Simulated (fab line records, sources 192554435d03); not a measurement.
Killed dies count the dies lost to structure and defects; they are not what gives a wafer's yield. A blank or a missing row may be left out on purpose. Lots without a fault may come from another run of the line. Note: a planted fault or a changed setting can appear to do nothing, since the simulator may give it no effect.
Chamber matching -- flow n5 finfet -- 4 sister chambers for N5_BEOL_M1_ETCHBACK_99 on rie diel-02
The step etches SiO2 in CHF3, target depth 5 nm, time 10.4 s. 4 wafers are shown with their chamber, then 8 later ones without.

## WAFERS PAIRED WITH THEIR CHAMBERS
wafer,chamber,showerhead plenum p Torr (Torr)
L087.1,1,2.26
L089.1,3,2.07
L089.2,2,2.20
L090.3,0,2.01

## WAFERS WITH NO CHAMBER GIVEN
wafer,showerhead plenum p Torr (Torr)
L090.4,2.07
L090.6,2.01
L092.1,2.20
L092.2,2.07
L092.3,2.25
L092.4,2.20
L092.5,2.25
L092.6,2.07

## WHICH CHAMBER EACH ONE RAN IN
wafer,from the rows above,in truth
L090.4,3,3
L090.6,0,0
L092.1,2,2
L092.2,3,3
L092.3,1,1
L092.4,2,2
L092.5,1,1
L092.6,3,3
Correctly placed: 8 of 8. From these rows, 0 cannot be placed. 0 placed wrongly.
How it was worked out, from the rows above alone: a wafer's distance from a chamber is the root of the sum, over the readings, of the square of ((its reading less the chamber's mean) divided by the reading's scatter). If the next closest chamber is less than 2 further off than the closest, the wafer can't be placed; otherwise it belongs to the closest. The mean given for a chamber averages the wafers shown for that chamber. The scatter (one wafer shown for each chamber): square how far every hidden wafer sits from the nearest shown wafer, average those squares and take the square root.
